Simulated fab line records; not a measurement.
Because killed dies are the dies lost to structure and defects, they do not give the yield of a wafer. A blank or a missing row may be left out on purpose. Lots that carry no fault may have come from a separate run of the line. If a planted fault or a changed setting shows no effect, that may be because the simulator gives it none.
fab line records    flow n5_finfet
[record] lots = 7  wafers = 21
route steps=1938 shown BEOL_M7@1273
start_h: hours from the record's opening day to when the first of the lot's shown wafers began    wait_h: hours from the lot's prior step to this one    " unchanged from the row above    L1.1+2: several wafers, shown together as one row    - no value, or no start given    * or withheld: withheld    < > ~ a bound
route shown NAME@n: names a module that has steps shown in the file, with the first one's number in the route    usual: mean/standard deviation of fault-free wafers    same: alike in all rows    chamber/n: place in a boat    sites: readings site by site    _std_site: how widely they spread, as a standard deviation    _edge_site: inner sites' mean taken away from outer sites' mean    radius_mm: for every site, how far away it sits from the centre of the wafer    mask NAME#n: copy n    behind: tool/chamber where the wafer was last shaped    hold: cause of the lot's hold/its duration in hours/its outcome    device: whichever transistor did not switch (one of n, p or np)    end of line: tests run on the same wafers once the route is complete    where a step has no rows: the recipe by itself    killed: the dies lost at the first sort to structure and to defects; this is not the yield of the wafer    map: per-die view of a wafer (x killed, . not killed, _ where there is no die)
set.NAME: the setting as run; set.NAME@STEP: as run at that earlier step    model.NAME: the simulator's own value behind a step, which no gauge read
lots run with intentionally changed settings; tables by step, rows by wafer
[[steps]]
[step N5_BEOL_M7_EXPOSE_08]
[recipe] mask_id = M7  na = 1.35  source_shape = dipole  sigma_inner = 0.817  sigma_outer = 0.97  polarization = te  dose_mj = 68.25
lot.wafer   tool             chamber  start_h  wait_h  mask  set.dose_mj
L074.1+3+5  arfi_scanner-01  0        191.53   -       M7#0  68.25
L078.1      arfi_scanner-03  0        215.79   -       M7#0  64.78
L078.2+5    "                0        "        "       M7#0  68.25
L080.1+3+4  arfi_scanner-03  0        221.82   -       M7#0  68.25
L086.1+3+4  arfi_scanner-03  0        265.56   -       M7#0  68.25
L088.1      arfi_scanner-02  0        274.39   -       M7#0  68.25
L088.2+3    "                0        "        "       M7#0  69.83
L087.1+2+3  arfi_scanner-03  0        275.51   -       M7#0  68.25
L096.2      arfi_scanner-01  0        318.99   -       M7#0  68.25
L096.3+6    "                0        "        "       M7#0  72.98
[step N5_BEOL_M7_PEB_09]
[recipe] peb_temp_c = withheld  peb_time_s = 60  resist = CAR-ArF
[step N5_BEOL_M7_DEVELOP_10]
[recipe] develop_time_s = 30  developer = TMAH  resist = CAR-ArF  rinse_liquid = diw  dry = air_spin  dev_temp_c = 23
[step N5_BEOL_M7_CD_MEAS_11]
[recipe] target_cd_nm = 38.5  landing_energy_ev = 500  detector = se_inlens  polarity = opening
[usual] cd_nm = 38.6/0.56
lot.wafer  tool       chamber  start_h  wait_h  set.dose_mj@BEOL_M7_EXPOSE_08  cd_nm
L074.1     cd_sem-02  0        191.66   -       68.25                          39.5
L074.3     "          0        "        "       68.25                          38.9
L074.5     "          0        "        "       68.25                          38.1
L078.1     cd_sem-02  0        215.92   -       64.78                          36.2
L078.2     "          0        "        "       68.25                          38.4
L078.5     "          0        "        "       68.25                          38.9
L080.1     cd_sem-02  0        221.95   -       68.25                          39.4
L080.3     "          0        "        "       68.25                          38.9
L080.4     "          0        "        "       68.25                          38.1
L086.1     cd_sem-01  0        265.69   -       68.25                          37.5
L086.3     "          0        "        "       68.25                          38.2
L086.4     "          0        "        "       68.25                          38.1
L088.1     cd_sem-02  0        274.52   -       68.25                          38.2
L088.2     "          0        "        "       69.83                          38.7
L088.3     "          0        "        "       69.83                          38.7
L087.1     cd_sem-01  0        275.64   -       68.25                          38.9
L087.2     "          0        "        "       68.25                          38.4
L087.3     "          0        "        "       68.25                          38.2
L096.2     cd_sem-02  0        319.11   -       68.25                          37.9
L096.3     "          0        "        "       72.98                          42.2
L096.6     "          0        "        "       72.98                          41.6
[step N5_BEOL_M7_DESCUM_16]
[recipe] chemistry = O2  time_s = 7.9  source_power_w = 50  bias_power_w = 20  pressure_mtorr = 20  rf_frequency_hz = 2.712e+07  temp_c = 40  resist = CAR-ArF  o2_flow_sccm = 225
[step N5_BEOL_M7_ETCH_61]
[recipe] chemistry = CF4  target = SiARC  target_depth_a = 455  mask_material = CAR-ArF  time_s = 75.8  ion_energy_ev = 80  pressure_mtorr = 40  source_w = 545  bias_w = 36  Ar_flow_sccm = 100  cf4_flow_sccm = 100  ends = cleared
lot.wafer  tool         chamber  start_h  wait_h  set.dose_mj@BEOL_M7_EXPOSE_08  model.BEOL_M7.cd_offset_nm
L074.1     rie_diel-03  2        191.88   0.0     68.25                          1.2
L074.3     "            0        "        "       68.25                          0.4
L074.5     "            0        "        "       68.25                          -0.4
L078.1     rie_diel-01  2        216.05   0.0     64.78                          -2
L078.2     "            1        "        "       68.25                          0.2
L078.5     "            0        "        "       68.25                          0.6
L080.1+3   rie_diel-06  3,1      222.34   0.0     68.25                          0.4
L080.4     "            2        "        "       68.25                          0.2
L086.1     rie_diel-01  0        265.93   0.0     68.25                          -0.8
L086.3+4   "            1,2      "        "       68.25                          -0.4
L088.1     rie_diel-06  0        275.11   0.0     68.25                          -0.4
L088.2     "            2        "        "       69.83                          0.4
L088.3     "            1        "        "       69.83                          0.2
L087.1     rie_diel-06  3        276.47   0.0     68.25                          0.6
L087.2     "            1        "        "       68.25                          0.2
L087.3     "            2        "        "       68.25                          0
L096.2     rie_diel-06  0        319.24   0.0     68.25                          -0.4
L096.3     "            3        "        "       72.98                          3.6
L096.6     "            3        "        "       72.98                          3.4
[step N5_BEOL_M7_ETCH_62]
[recipe] chemistry = N2/H2  target = SOC  target_depth_a = 1100  overetch_a = 220  mask_material = SiARC  temp_c = 40  time_s = 165  ion_energy_ev = 200  pressure_mtorr = 30  source_w = 840  bias_w = 150  n2_flow_sccm = 200  h2_flow_sccm = 200
lot.wafer  tool         chamber  start_h  wait_h  set.spin_rpm@BEOL_M7_COAT_59  set.dose_mj@BEOL_M7_EXPOSE_08  model.etch.depth_nm  model.BEOL_M7.cd_offset_nm
L074.1     rie_diel-03  2        191.93   0.0     1650                          68.25                          95.46                1.2
L074.3     "            0        "        "       1500                          68.25                          100.2                0.2
L074.5     "            0        "        "       1500                          68.25                          100.3                -0.8
L078.1     rie_diel-01  2        216.10   0.0     1403                          64.78                          103.5                -1.8
L078.2     "            1        "        "       1500                          68.25                          100.2                0
L078.5     "            0        "        "       1500                          68.25                          100.3                0.4
L080.1     rie_diel-06  3        222.40   0.0     1500                          68.25                          99.65                0
L080.3     "            1        "        "       1500                          68.25                          99.54                0.6
L080.4     "            2        "        "       1337                          68.25                          105.8                0.2
L086.1     rie_diel-01  0        265.99   0.0     1500                          68.25                          100.6                -1
L086.3     "            1        "        "       1500                          68.25                          100.2                -0.4
L086.4     "            2        "        "       1500                          68.25                          100.5                -0.2
L088.1     rie_diel-06  0        275.17   0.0     1343                          68.25                          106.3                -0.4
L088.2     "            2        "        "       1500                          69.83                          100.9                0.6
L088.3     "            1        "        "       1500                          69.83                          100.8                0.4
L087.1     rie_diel-06  3        276.53   0.0     1500                          68.25                          100.3                0.8
L087.2     "            1        "        "       1500                          68.25                          100.7                0.2
L087.3     "            2        "        "       1500                          68.25                          100.2                0.2
L096.2     rie_diel-06  0        319.29   0.0     1500                          68.25                          100                  -0.4
L096.3     "            3        "        "       1336                          72.98                          106.3                3.6
L096.6     "            3        "        "       1336                          72.98                          106.1                3.4
[step N5_BEOL_M7_STRIP_68]
[recipe] chemistry = N2/H2  temp_c = 40  n2_flow_sccm = 200  h2_flow_sccm = 200  rf_frequency_hz = 6e+07
[step N5_BEOL_M7_STRIP_67]
[recipe] chemistry = CF4  resist = SiARC  power_w = 300  bias_power_w = 75  pressure_mtorr = 50  cf4_flow_sccm = 150  rf_frequency_hz = 6e+07
[step N5_BEOL_M7_HM_OPEN_17]
[recipe] chemistry = Cl2/BCl3  target_depth_a = 200  overetch_a = 60  target = TiN  mask_material = SOC  ion_energy_ev = 150  pressure_mtorr = 10  icp_w = 1000  bias_w = 126  Cl2_flow_sccm = 53.25  bcl3_flow_sccm = 21.75  Ar_flow_sccm = 25
lot.wafer  tool          chamber  start_h  wait_h  set.spin_rpm@BEOL_M7_COAT_59  set.dose_mj@BEOL_M7_EXPOSE_08  model.SOC_of_BEOL_M7_COAT_59.thk_nm  model.BEOL_M7.cd_offset_nm
L074.1     rie_metal-03  1        192.12   0.0     1650                          68.25                          87.6                                 1.4
L074.3     "             1        "        "       1500                          68.25                          92.4                                 0.4
L074.5     "             1        "        "       1500                          68.25                          92.4                                 -0.6
L078.1     rie_metal-02  1        216.29   0.0     1403                          64.78                          95.6                                 -2
L078.2     "             0        "        "       1500                          68.25                          92                                   0.2
L078.5     "             0        "        "       1500                          68.25                          92.2                                 0.4
L080.1     rie_metal-01  1        222.58   0.0     1500                          68.25                          92                                   0
L080.3     "             0        "        "       1500                          68.25                          91.8                                 0.6
L080.4     "             1        "        "       1337                          68.25                          98.2                                 0
L086.1     rie_metal-01  1        266.17   0.0     1500                          68.25                          93.2                                 -1
L086.3     "             1        "        "       1500                          68.25                          92.8                                 -0.6
L086.4     "             1        "        "       1500                          68.25                          93                                   -0.2
L088.1     rie_metal-03  0        275.36   0.0     1343                          68.25                          98.4                                 -0.6
L088.2+3   "             1,0      "        "       1500                          69.83                          93                                   0.4
L087.1     rie_metal-03  1        276.73   0.0     1500                          68.25                          92.2                                 0.6
L087.2     "             0        "        "       1500                          68.25                          92.8                                 0.2
L087.3     "             1        "        "       1500                          68.25                          92.2                                 0.2
L096.2     rie_metal-01  1        319.48   0.0     1500                          68.25                          92.4                                 -0.6
L096.3     "             0        "        "       1336                          72.98                          98.4                                 3.6
L096.6     "             1        "        "       1336                          72.98                          98.6                                 3.2
[step N5_BEOL_M7_STRIP_19]
[recipe] chemistry = O2  power_w = 400  temp_c = 40  pressure_mtorr = 30  rf_frequency_hz = 6e+07  bias_power_w = 0  overash_fraction = 0.2  o2_flow_sccm = 225
[step N5_BEOL_M7_CD_MEAS_18]
[recipe] pitch_nm = 80  target_cd_nm = 40
[usual] cd_nm = 40.1/0.65
lot.wafer  tool       chamber  start_h  wait_h  set.dose_mj@BEOL_M7_EXPOSE_08  cd_nm
L074.1     cd_sem-03  -        192.30   0.0     68.25                          41.6
L074.3     "          -        "        "       68.25                          40.5
L074.5     "          -        "        "       68.25                          39.6
L078.1     cd_sem-01  -        216.47   0.0     64.78                          38.3
L078.2     "          -        "        "       68.25                          40.0
L078.5     "          -        "        "       68.25                          40.1
L080.1     cd_sem-02  -        222.76   0.0     68.25                          40.2
L080.3     "          -        "        "       68.25                          40.6
L080.4     "          -        "        "       68.25                          40.3
L086.1     cd_sem-02  -        266.49   0.0     68.25                          39.1
L086.3     "          -        "        "       68.25                          39.5
L086.4     "          -        "        "       68.25                          39.6
L088.1     cd_sem-02  -        275.76   0.0     68.25                          39.2
L088.2     "          -        "        "       69.83                          40.6
L088.3     "          -        "        "       69.83                          40.3
L087.1     cd_sem-01  -        276.95   0.0     68.25                          40.9
L087.2     "          -        "        "       68.25                          40.1
L087.3     "          -        "        "       68.25                          40.3
L096.2     cd_sem-02  -        319.66   0.1     68.25                          39.3
L096.3     "          -        "        "       72.98                          43.2
L096.6     "          -        "        "       72.98                          43.5
[step N5_BEOL_M7_DESCUM_33]
[recipe] chemistry = O2  time_s = 7  source_power_w = 50  bias_power_w = 20  pressure_mtorr = 20  rf_frequency_hz = 2.712e+07  temp_c = 40  resist = CAR-EUV  o2_flow_sccm = 225
lot.wafer  tool         chamber  start_h  wait_h  set.time_s  model.CAR-EUV_of_BEOL_M7_COAT_22.thk_nm
L074.1     rie_diel-01  3        195.72   0.1     7           26
L074.3+5   "            0,3      "        "       7           26.2
L078.1+5   rie_diel-06  2        216.90   0.0     7           26.2
L078.2     "            0        "        "       7.678       26
L080.1+4   rie_diel-01  1,0      223.47   0.1     7.543       25.6
L080.3     "            3        "        "       7           26
L086.1+4   rie_diel-06  3,1      270.14   0.0     7           26
L086.3     "            2        "        "       6.4         26.2
L088.1+2   rie_diel-06  1,2      276.84   0.6     7           26
L088.3     "            0        "        "       8.441       25.4
L087.1+2   rie_diel-01  0,2      277.90   0.5     7           26
L087.3     "            2        "        "       7           26.2
L096.2+6   rie_diel-03  2,3      322.05   0.0     7           26.2
L096.3     "            1        "        "       8.563       25.6
[step N5_BEOL_M7_ETCH_72]
[recipe] chemistry = N2/H2  target = underlayer  target_depth_a = 65  mask_material = CAR-EUV  time_s = 5.2  ion_energy_ev = 200  pressure_mtorr = 30  source_w = 840  bias_w = 150  n2_flow_sccm = 200  h2_flow_sccm = 200  ends = cleared
lot.wafer   tool         chamber  start_h  wait_h  set.time_s@BEOL_M7_DESCUM_33  model.CAR-EUV_of_BEOL_M7_COAT_22.thk_nm
L074.1+3+5  rie_diel-01  3,0,3    195.76   0.0     7                             20.4
L078.1+5    rie_diel-06  2        216.93   0.0     7                             20.4
L078.2      "            0        "        "       7.678                         20.2
L080.1      rie_diel-01  1        223.51   0.0     7.543                         20
L080.3      "            3        "        "       7                             20.4
L080.4      "            0        "        "       7.543                         19.8
L086.1+4    rie_diel-06  3,1      270.18   0.0     7                             20.2
L086.3      "            2        "        "       6.4                           20.4
L088.1      rie_diel-06  1        276.87   0.0     7                             20.2
L088.2      "            2        "        "       7                             20.4
L088.3      "            0        "        "       8.441                         19.6
L087.1      rie_diel-01  0        277.95   0.0     7                             20.2
L087.2+3    "            2        "        "       7                             20.4
L096.2      rie_diel-03  2        322.09   0.0     7                             20.6
L096.3      "            1        "        "       8.563                         19.8
L096.6      "            3        "        "       7                             20.4
[step N5_BEOL_M7_ETCH_65]
[recipe] chemistry = CF4  target = SiARC  target_depth_a = 156  mask_material = CAR-EUV  time_s = 26  ion_energy_ev = 80  pressure_mtorr = 40  source_w = 545  bias_w = 36  Ar_flow_sccm = 100  cf4_flow_sccm = 100  ends = cleared
lot.wafer  tool         chamber  start_h  wait_h  set.time_s@BEOL_M7_DESCUM_33  model.CAR-EUV_of_BEOL_M7_COAT_22.thk_nm
L074.1+3   rie_diel-01  3,0      195.78   0.0     7                             11
L074.5     "            3        "        "       7                             11.2
L078.1+5   rie_diel-06  2        216.95   0.0     7                             11.2
L078.2     "            0        "        "       7.678                         11
L080.1+4   rie_diel-01  1,0      223.53   0.0     7.543                         10.8
L080.3     "            3        "        "       7                             11.2
L086.1+4   rie_diel-06  3,1      270.19   0.0     7                             11
L086.3     "            2        "        "       6.4                           11.2
L088.1     rie_diel-06  1        276.89   0.0     7                             11
L088.2     "            2        "        "       7                             11.2
L088.3     "            0        "        "       8.441                         10.4
L087.1+2   rie_diel-01  0,2      277.97   0.0     7                             11
L087.3     "            2        "        "       7                             11.2
L096.2+6   rie_diel-03  2,3      322.10   0.0     7                             11.2
L096.3     "            1        "        "       8.563                         10.6
[step N5_BEOL_M7_TRENCH_ETCH_37]
[recipe] chemistry = C4F6/O2  target_depth_a = 934.78  target = SiCOH_lowk  time_s = 31.2  ion_energy_ev = 250  pressure_mtorr = 30  source_w = 345  bias_w = 185  Ar_flow_sccm = 300  C4F6_flow_sccm = 10  O2_flow_sccm = 10
lot.wafer  tool         chamber  start_h  wait_h  set.time_s  model.BEOL_M7.feature_depth_nm  model.etch.depth_nm
L074.1     rie_diel-01  3        -        -       36.86       111.6                           111.6
L074.3     "            0        "        "       36.86       107.6                           107.5
L074.5     "            3        "        "       36.86       112.4                           112.3
L078.1     rie_diel-06  2        -        -       31.2        91.8                            91.8
L078.2     "            0        "        "       31.2        93.2                            93.25
L078.5     "            2        "        "       31.2        91.2                            91.2
L080.1     rie_diel-01  1        -        -       31.2        93.4                            93.42
L080.3     "            3        "        "       31.2        93.8                            93.77
L080.4     "            0        "        "       31.2        89.2                            89.25
L086.1     rie_diel-06  3        -        -       33.42       101.4                           101.3
L086.3     "            2        "        "       31.2        93                              93.05
L086.4     "            1        "        "       31.2        95                              95.03
L088.1     rie_diel-06  1        -        -       27.34       83                              83.04
L088.2     "            2        "        "       31.2        92.4                            92.35
L088.3     "            0        "        "       27.34       82.4                            82.47
L087.1     rie_diel-01  0        -        -       31.2        91.6                            91.51
L087.2     "            2        "        "       31.2        94                              93.92
L087.3     "            2        "        "       31.2        94                              93.99
L096.2     rie_diel-03  2        -        -       31.2        91.6                            91.67
L096.3     "            1        "        "       37.43       108.6                           108.5
L096.6     "            3        "        "       37.43       115                             115
[step N5_BEOL_M7_ETCH_41]
[recipe] chemistry = CH3F/O2  target = SiCN  target_depth_a = 319  taper_deg = 2  time_s = 57.8  ion_energy_ev = 120  mask_material = TiN  pressure_mtorr = 30  source_w = 395  bias_w = 75  Ar_flow_sccm = 150  CH3F_flow_sccm = 30  O2_flow_sccm = 20
[step N5_BEOL_M7_STRIP_80]
[recipe] chemistry = N2/H2  time_s = 10  power_w = 450  temp_c = 40  pressure_mtorr = 20  rf_frequency_hz = 6e+07  bias_power_w = 7  n2_flow_sccm = 200  h2_flow_sccm = 200
[step N5_BEOL_M7_OCD_MEAS_38]
[usual] trench_depth_nm = 92.9/1.6
lot.wafer  tool    chamber  start_h  wait_h  set.time_s@BEOL_M7_TRENCH_ETCH_37  trench_depth_nm
L074.1     ocd-02  -        196.15   -       36.86                              111.7
L074.3     "       -        "        "       36.86                              108.0
L074.5     "       -        "        "       36.86                              112.1
L078.1     ocd-01  -        217.33   -       31.2                               91.8
L078.2     "       -        "        "       31.2                               93.3
L078.5     "       -        "        "       31.2                               91.4
L080.1     ocd-02  -        223.90   -       31.2                               93.0
L080.3     "       -        "        "       31.2                               94.2
L080.4     "       -        "        "       31.2                               89.1
L086.1     ocd-02  -        270.57   -       33.42                              101.6
L086.3     "       -        "        "       31.2                               93.0
L086.4     "       -        "        "       31.2                               95.2
L088.1     ocd-01  -        277.27   -       27.34                              83.2
L088.2     "       -        "        "       31.2                               92.0
L088.3     "       -        "        "       27.34                              83.1
L087.1     ocd-02  -        278.52   -       31.2                               91.7
L087.2     "       -        "        "       31.2                               94.2
L087.3     "       -        "        "       31.2                               93.9
L096.2     ocd-01  -        322.48   -       31.2                               91.8
L096.3     "       -        "        "       37.43                              108.6
L096.6     "       -        "        "       37.43                              115.2
[step N5_BEOL_M7_HM_STRIP_39]
[recipe] chemistry = peroxide_tin_strip  material = TiN  target_depth_a = 250  temp_c = 50  time_s = 158
[step N5_BEOL_M7_SRD_40]
[recipe] time_s = 30  temp_c = 23  rinse_liquid = diw  dry = ipa_marangoni
[step N5_BEOL_M7_PRECLEAN_42]
[recipe] chemistry = residue_remover  time_s = 60  temp_c = 40
[step N5_BEOL_M7_SRD_43]
[recipe] time_s = 30  temp_c = 23  rinse_liquid = diw  dry = ipa_marangoni
[step N5_BEOL_M7_CD_MEAS_35]
[recipe] target_cd_nm = 40  polarity = opening
[usual] cd_nm = 40.1/0.64
lot.wafer  tool       chamber  start_h  wait_h  set.dose_mj@BEOL_M7_EXPOSE_08  cd_nm
L074.1     cd_sem-02  -        196.31   0.0     68.25                          41.7
L074.3     "          -        "        "       68.25                          40.3
L074.5     "          -        "        "       68.25                          40.1
L078.1     cd_sem-01  -        217.48   0.0     64.78                          38.1
L078.2     "          -        "        "       68.25                          39.8
L078.5     "          -        "        "       68.25                          40.5
L080.1     cd_sem-01  -        224.06   0.0     68.25                          40.0
L080.3     "          -        "        "       68.25                          40.7
L080.4     "          -        "        "       68.25                          40.0
L086.1     cd_sem-01  -        270.72   0.0     68.25                          39.0
L086.3     "          -        "        "       68.25                          39.5
L086.4     "          -        "        "       68.25                          40.1
L088.1     cd_sem-01  -        277.42   0.0     68.25                          39.3
L088.2     "          -        "        "       69.83                          40.4
L088.3     "          -        "        "       69.83                          39.9
L087.1     cd_sem-02  -        278.68   0.0     68.25                          40.4
L087.2     "          -        "        "       68.25                          40.1
L087.3     "          -        "        "       68.25                          40.3
L096.2     cd_sem-03  -        322.63   0.0     68.25                          39.5
L096.3     "          -        "        "       72.98                          43.8
L096.6     "          -        "        "       72.98                          43.7
[step N5_BEOL_M7_CURE_75]
[recipe] temp_c = 370  time_s = 120  ambient = DMADMS/He  material = SiCOH_lowk
[step N5_BEOL_M7_DEGAS_44]
[recipe] ambient = vacuum  temp_c = 250  time_s = 60
[step N5_BEOL_M7_ECD_50]
[recipe] material = Cu  target_thk_a = 3000
[step N5_BEOL_M7_ANNEAL_51]
[recipe] temp_c = 225  time_s = 90  ambient = N2
[step N5_BEOL_M7_CMP_52]
[recipe] stop_on = SiCOH_lowk  t_overpolish_s = 6.9  down_force_psi = 1  platen_rpm = 50  clearing_platen_down_force_psi = 1.5  clearing_platen_rpm = 50  post_cmp_clean = cu_alkaline  target_thk_nm = 80  clearing_platen_pad_velocity_m_s = 0.99484  pad_velocity_m_s = 0.99484
lot.wafer  tool    chamber  start_h  wait_h  set.time_s@BEOL_M7_TRENCH_ETCH_37  model.Cu_of_BEOL_M7_ECD_50.thk_nm
L074.1     cmp-02  2        198.06   0.3     36.86                              97.8
L074.3     "       3        "        "       36.86                              93.2
L074.5     "       1        "        "       36.86                              97.6
L078.2     cmp-03  1        219.90   0.4     31.2                               78
L078.1     "       3        "        "       31.2                               77
L078.5     "       2        "        "       31.2                               79.4
L080.3     cmp-04  3        225.88   0.2     31.2                               79.4
L080.1     "       0        "        "       31.2                               81.2
L080.4     "       1        "        "       31.2                               76.6
L086.3     cmp-04  3        273.07   0.2     31.2                               79.8
L086.1     "       0        "        "       33.42                              88
L086.4     "       1        "        "       31.2                               83.4
L088.3     cmp-02  2        279.21   0.2     27.34                              69.6
L088.1     "       3        "        "       27.34                              69.8
L088.2     "       1        "        "       31.2                               79
L087.1     cmp-02  3        282.21   0.3     31.2                               78.8
L087.3     "       0        "        "       31.2                               80.2
L087.2     "       1        "        "       31.2                               79.6
L096.2     cmp-03  0        324.69   0.3     31.2                               78.6
L096.3     "       1        "        "       37.43                              94.6
L096.6     "       3        "        "       37.43                              99.6
[step N5_BEOL_M7_THK_MEAS_53]
[recipe] thk_meas_gauge = xrf  reads = Cu_of_BEOL_M7_ECD_50
[usual] M7_THK = 78.4/1.8
lot.wafer  tool           chamber  start_h  wait_h  set.time_s@BEOL_M7_TRENCH_ETCH_37  M7_THK[nm]
L074.1     film_metro-02  -        198.32   -       36.86                              96.5
L074.3     "              -        "        "       36.86                              92.5
L074.5     "              -        "        "       36.86                              96.8
L078.1     film_metro-02  -        220.19   -       31.2                               76.3
L078.2     "              -        "        "       31.2                               77.7
L078.5     "              -        "        "       31.2                               79.2
L080.1     film_metro-02  -        226.18   -       31.2                               80.2
L080.3     "              -        "        "       31.2                               78.2
L080.4     "              -        "        "       31.2                               75.7
L086.1     film_metro-02  -        273.36   -       33.42                              86.4
L086.3     "              -        "        "       31.2                               78.4
L086.4     "              -        "        "       31.2                               81.8
L088.1     film_metro-01  -        279.51   -       27.34                              68.7
L088.2     "              -        "        "       31.2                               77.9
L088.3     "              -        "        "       27.34                              69.1
L087.1     film_metro-02  -        282.51   -       31.2                               77.0
L087.2     "              -        "        "       31.2                               78.1
L087.3     "              -        "        "       31.2                               78.3
L096.2     film_metro-02  -        324.91   -       31.2                               77.4
L096.3     "              -        "        "       37.43                              92.9
L096.6     "              -        "        "       37.43                              97.8
[step N5_BEOL_M7_PRE_CLEAN_55]
[recipe] gas = NH3  time_s = 15  temp_c = withheld  rf_power_w = 300
[step N5_BEOL_M7_DEP_56]
[recipe] material = SiCN  target_thk_a = 100  temp_c = withheld  precursor = 3MS/NH3  pressure_torr = 3  rf_w = 202  time_s = 17.5
[step N5_BEOL_M7_RS_MEAS_57]
[recipe] thk_meas_gauge = four-point-probe  reads = Cu_of_BEOL_M7_ECD_50+Co_of_BEOL_M7_CVD_78+TaN_of_BEOL_M7_ALD_77
[usual] M7_RS = 0.288/0.008
lot.wafer  tool           chamber  start_h  wait_h  set.time_s@BEOL_M7_TRENCH_ETCH_37  M7_RS[ohm/sq]
L074.1     film_metro-01  -        198.45   0.1     36.86                              0.227
L074.3     "              -        "        "       36.86                              0.240
L074.5     "              -        "        "       36.86                              0.227
L078.1     film_metro-02  -        220.35   0.1     31.2                               0.299
L078.2     "              -        "        "       31.2                               0.295
L078.5     "              -        "        "       31.2                               0.288
L080.1     film_metro-02  -        226.31   0.1     31.2                               0.281
L080.3     "              -        "        "       31.2                               0.289
L080.4     "              -        "        "       31.2                               0.301
L086.1     film_metro-01  -        273.49   0.1     33.42                              0.256
L086.3     "              -        "        "       31.2                               0.287
L086.4     "              -        "        "       31.2                               0.272
L088.1     film_metro-02  -        279.64   0.1     27.34                              0.336
L088.2     "              -        "        "       31.2                               0.289
L088.3     "              -        "        "       27.34                              0.337
L087.1     film_metro-01  -        282.64   0.1     31.2                               0.291
L087.2     "              -        "        "       31.2                               0.287
L087.3     "              -        "        "       31.2                               0.285
L096.2     film_metro-02  -        325.04   0.1     31.2                               0.292
L096.3     "              -        "        "       37.43                              0.236
L096.6     "              -        "        "       37.43                              0.222
[[key]]
[split] step = N5_BEOL_M7_EXPOSE_08  setting = dose_mj  stated = 68.25  by = wafer
[response] step = N5_BEOL_M7_CD_MEAS_11  reading = cd_nm  change = +0.52  per = 1%  r = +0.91
[response] step = N5_BEOL_M7_ETCH_61  reading = model.BEOL_M7.cd_offset_nm  change = +0.516  per = 1%  r = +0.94
[response] step = N5_BEOL_M7_ETCH_62  reading = model.BEOL_M7.cd_offset_nm  change = +0.496  per = 1%  r = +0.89
[response] step = N5_BEOL_M7_HM_OPEN_17  reading = model.BEOL_M7.cd_offset_nm  change = +0.527  per = 1%  r = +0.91
[response] step = N5_BEOL_M7_CD_MEAS_18  reading = cd_nm  change = +0.508  per = 1%  r = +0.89
[response] step = N5_BEOL_M7_CD_MEAS_35  reading = cd_nm  change = +0.534  per = 1%  r = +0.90
[split] step = N5_BEOL_M7_DESCUM_33  setting = time_s  stated = 7  by = wafer
[response] step = N5_BEOL_M7_DESCUM_33  reading = model.CAR-EUV_of_BEOL_M7_COAT_22.thk_nm  change = -0.0283  per = 1%  r = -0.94
[response] step = N5_BEOL_M7_ETCH_72  reading = model.CAR-EUV_of_BEOL_M7_COAT_22.thk_nm  change = -0.0327  per = 1%  r = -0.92
[response] step = N5_BEOL_M7_ETCH_65  reading = model.CAR-EUV_of_BEOL_M7_COAT_22.thk_nm  change = -0.0301  per = 1%  r = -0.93
[split] step = N5_BEOL_M7_TRENCH_ETCH_37  setting = time_s  stated = 31.2  by = wafer
[response] step = N5_BEOL_M7_TRENCH_ETCH_37  reading = model.BEOL_M7.feature_depth_nm  change = +0.956  per = 1%  r = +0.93
[response] step = N5_BEOL_M7_TRENCH_ETCH_37  reading = model.etch.depth_nm  change = +0.95  per = 1%  r = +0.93
[response] step = N5_BEOL_M7_OCD_MEAS_38  reading = trench_depth_nm  change = +0.938  per = 1%  r = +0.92
[response] step = N5_BEOL_M7_CMP_52  reading = model.Cu_of_BEOL_M7_ECD_50.thk_nm  change = +0.88  per = 1%  r = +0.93
[response] step = N5_BEOL_M7_THK_MEAS_53  reading = M7_THK  change = +0.855  per = 1%  r = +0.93
[response] step = N5_BEOL_M7_RS_MEAS_57  reading = M7_RS  change = -0.00336  per = 1%  r = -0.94
split outside_this_file step=N5_BEOL_M7_COAT_59 setting=spin_rpm
// split outside_this_file: this setting was split too, and the file shows its column; the key of that split is in another file
